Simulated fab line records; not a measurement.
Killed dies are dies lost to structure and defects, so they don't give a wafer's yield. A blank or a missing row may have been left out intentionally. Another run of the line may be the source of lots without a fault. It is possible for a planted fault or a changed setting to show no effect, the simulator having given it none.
Split-lot study || flow n5Finfet || route with 1938 steps; 7 lots, 21 wafers read

== SPLIT DETAILS ==
At N5_BEOL_M5_COAT_60 (time 60 s, resist thk 12 nm), the setting spinRpm was moved away from the recipe's 1500 rpm on 4 of the 21 wafers read, by -10.7% to +7.1%. The other wafers ran this setting at the recipe's value.

== FROM THE SPLIT TO THE READING: what the file shows between them, 8 steps ==
- N5_BEOL_M5_COAT_05: resist thk 30 nm (also split here: spinRpm)
- N5_BEOL_M5_EBR_07
- N5_BEOL_M5_SOFTBAKE_06: time 60 s
- N5_BEOL_M5_EXPOSE_08: exposes mask M5, target cd 28 nm
- N5_BEOL_M5_PEB_09: peb time 60 s
- N5_BEOL_M5_DEVELOP_10: develop time 30 s
- N5_BEOL_M5_DESCUM_16: chemistry O2, time 7 s
- N5_BEOL_M5_ETCH_72: etches underlayer in N2/H2, target depth 6.5 nm, time 5.2 s

== THE READING ==
etch.depthNm (the simulator's own value, which no gauge read), in nm, at N5_BEOL_M5_ETCH_61 (etches SiARC in CF4, target depth 15.6 nm, time 26 s). There is no usual value for it anywhere in the file. Across the 17 wafers here that went through the recipe, the average is 12.01 nm and the standard deviation 0.024 nm.

{"wafer": "L077.2", "tool, chamber at the split": "lithoTrack-05, 0", "spinRpm as run, rpm": 1500, "against the recipe": "recipe", "etch.depthNm, nm": 12, "against lot-mates on the recipe": "-"}
{"wafer": "L077.4", "tool, chamber at the split": "lithoTrack-05, 0", "spinRpm as run, rpm": 1606, "against the recipe": "+7.1%", "etch.depthNm, nm": 11.6, "against lot-mates on the recipe": -0.41}
{"wafer": "L077.5", "tool, chamber at the split": "lithoTrack-05, 0", "spinRpm as run, rpm": 1500, "against the recipe": "recipe", "etch.depthNm, nm": 12.02, "against lot-mates on the recipe": "-"}
{"wafer": "L079.1", "tool, chamber at the split": "lithoTrack-05, 0", "spinRpm as run, rpm": 1500, "against the recipe": "recipe", "etch.depthNm, nm": 12.04, "against lot-mates on the recipe": "-"}
{"wafer": "L079.5", "tool, chamber at the split": "lithoTrack-05, 0", "spinRpm as run, rpm": 1500, "against the recipe": "recipe", "etch.depthNm, nm": 12.06, "against lot-mates on the recipe": "-"}
{"wafer": "L079.6", "tool, chamber at the split": "lithoTrack-05, 0", "spinRpm as run, rpm": 1500, "against the recipe": "recipe", "etch.depthNm, nm": 12.05, "against lot-mates on the recipe": "-"}
{"wafer": "L082.1", "tool, chamber at the split": "lithoTrack-04, 0", "spinRpm as run, rpm": 1500, "against the recipe": "recipe", "etch.depthNm, nm": 12.01, "against lot-mates on the recipe": "-"}
{"wafer": "L082.2", "tool, chamber at the split": "lithoTrack-04, 0", "spinRpm as run, rpm": 1500, "against the recipe": "recipe", "etch.depthNm, nm": 11.98, "against lot-mates on the recipe": "-"}
{"wafer": "L082.5", "tool, chamber at the split": "lithoTrack-04, 0", "spinRpm as run, rpm": 1500, "against the recipe": "recipe", "etch.depthNm, nm": 12, "against lot-mates on the recipe": "-"}
{"wafer": "L085.1", "tool, chamber at the split": "lithoTrack-04, 0", "spinRpm as run, rpm": 1500, "against the recipe": "recipe", "etch.depthNm, nm": 12.01, "against lot-mates on the recipe": "-"}
{"wafer": "L085.5", "tool, chamber at the split": "lithoTrack-04, 0", "spinRpm as run, rpm": 1500, "against the recipe": "recipe", "etch.depthNm, nm": 12, "against lot-mates on the recipe": "-"}
{"wafer": "L085.6", "tool, chamber at the split": "lithoTrack-04, 0", "spinRpm as run, rpm": 1500, "against the recipe": "recipe", "etch.depthNm, nm": 11.97, "against lot-mates on the recipe": "-"}
{"wafer": "L089.1", "tool, chamber at the split": "lithoTrack-04, 0", "spinRpm as run, rpm": 1340, "against the recipe": "-10.7%", "etch.depthNm, nm": 12.72, "against lot-mates on the recipe": "+0.73"}
{"wafer": "L089.2", "tool, chamber at the split": "lithoTrack-04, 0", "spinRpm as run, rpm": 1500, "against the recipe": "recipe", "etch.depthNm, nm": 12, "against lot-mates on the recipe": "-"}
{"wafer": "L089.6", "tool, chamber at the split": "lithoTrack-04, 0", "spinRpm as run, rpm": 1500, "against the recipe": "recipe", "etch.depthNm, nm": 11.98, "against lot-mates on the recipe": "-"}
{"wafer": "L093.4", "tool, chamber at the split": "lithoTrack-05, 0", "spinRpm as run, rpm": 1500, "against the recipe": "recipe", "etch.depthNm, nm": 12.02, "against lot-mates on the recipe": "-"}
{"wafer": "L093.5", "tool, chamber at the split": "lithoTrack-05, 0", "spinRpm as run, rpm": 1500, "against the recipe": "recipe", "etch.depthNm, nm": 12.01, "against lot-mates on the recipe": "-"}
{"wafer": "L093.6", "tool, chamber at the split": "lithoTrack-05, 0", "spinRpm as run, rpm": 1585, "against the recipe": "+5.7%", "etch.depthNm, nm": 11.68, "against lot-mates on the recipe": -0.34}
{"wafer": "L095.1", "tool, chamber at the split": "lithoTrack-01, 0", "spinRpm as run, rpm": 1411, "against the recipe": "-5.9%", "etch.depthNm, nm": 12.37, "against lot-mates on the recipe": "+0.37"}
{"wafer": "L095.2", "tool, chamber at the split": "lithoTrack-01, 0", "spinRpm as run, rpm": 1500, "against the recipe": "recipe", "etch.depthNm, nm": 12.02, "against lot-mates on the recipe": "-"}
{"wafer": "L095.4", "tool, chamber at the split": "lithoTrack-01, 0", "spinRpm as run, rpm": 1500, "against the recipe": "recipe", "etch.depthNm, nm": 11.99, "against lot-mates on the recipe": "-"}

FIT RESULTS
A straight line over all 21 wafers: etch.depthNm changes by -0.0626 nm for each +1% of spinRpm; r = -0.99; the points scatter about the line by 0.026 nm.
The same after taking each lot's own level away (the mean of its wafers on the recipe; 21 wafers): -0.0638 nm for each +1%; r = -1.00; scatter 0.019 nm.
Per that fit: largest spinRpm move, reading shift of 0.68 nm.
Across the lots, their own levels run from 11.990 to 12.050 nm, a range of 2.5 times the standard deviation given above.
Hence the lot-to-lot level has little effect on the slope; both slopes agree.
Check: for one of the wafers moved furthest among these (-10.7%), held out of the fit, the line's prediction against its lot-mates is +0.635 nm. Against them it came out at +0.73 nm.

== OTHER SPLITS APPLIED TO THESE WAFERS ==
Other splits were also applied to these wafers ahead of the reading. Each is held against what the fit with the lots' levels taken away leaves over:
{"other split on the same wafers": "N5_BEOL_M3_COAT_76 spinRpm", "wafers away from the commonest value": 8, "r with etch.depthNm (lot level and that fit taken away)": -0.08}
{"other split on the same wafers": "N5_BEOL_M3_TRENCH_ETCH_37 timeS", "wafers away from the commonest value": 7, "r with etch.depthNm (lot level and that fit taken away)": -0.41}
{"other split on the same wafers": "N5_BEOL_M4_COAT_05 spinRpm", "wafers away from the commonest value": 5, "r with etch.depthNm (lot level and that fit taken away)": -0.20}
{"other split on the same wafers": "N5_BEOL_M5_COAT_05 spinRpm", "wafers away from the commonest value": 6, "r with etch.depthNm (lot level and that fit taken away)": "+0.09"}

== THE WHOLE CHAIN: every reading that the file lists as answering this split, in the file's order ==
{"step": "N5_BEOL_M5_COAT_60", "what it does": "time 60 s, resist thk 12 nm", "reading": "SiARC_of_BEOL_M5_COAT_60.thkNm (the simulator's own value, which no gauge read)", "change (the file's fit)": "-0.0693 nm for each +1% of the setting", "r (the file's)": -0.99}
{"step": "N5_BEOL_M5_ETCH_61", "what it does": "etches SiARC in CF4, target depth 15.6 nm, time 26 s", "reading": "etch.depthNm (the simulator's own value, which no gauge read)", "change (the file's fit)": "-0.0641 nm for each +1% of the setting", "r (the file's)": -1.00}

== THE FILE'S OWN FIT ==
etch.depthNm changes by -0.0641 nm for each +1% of spinRpm, r = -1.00.
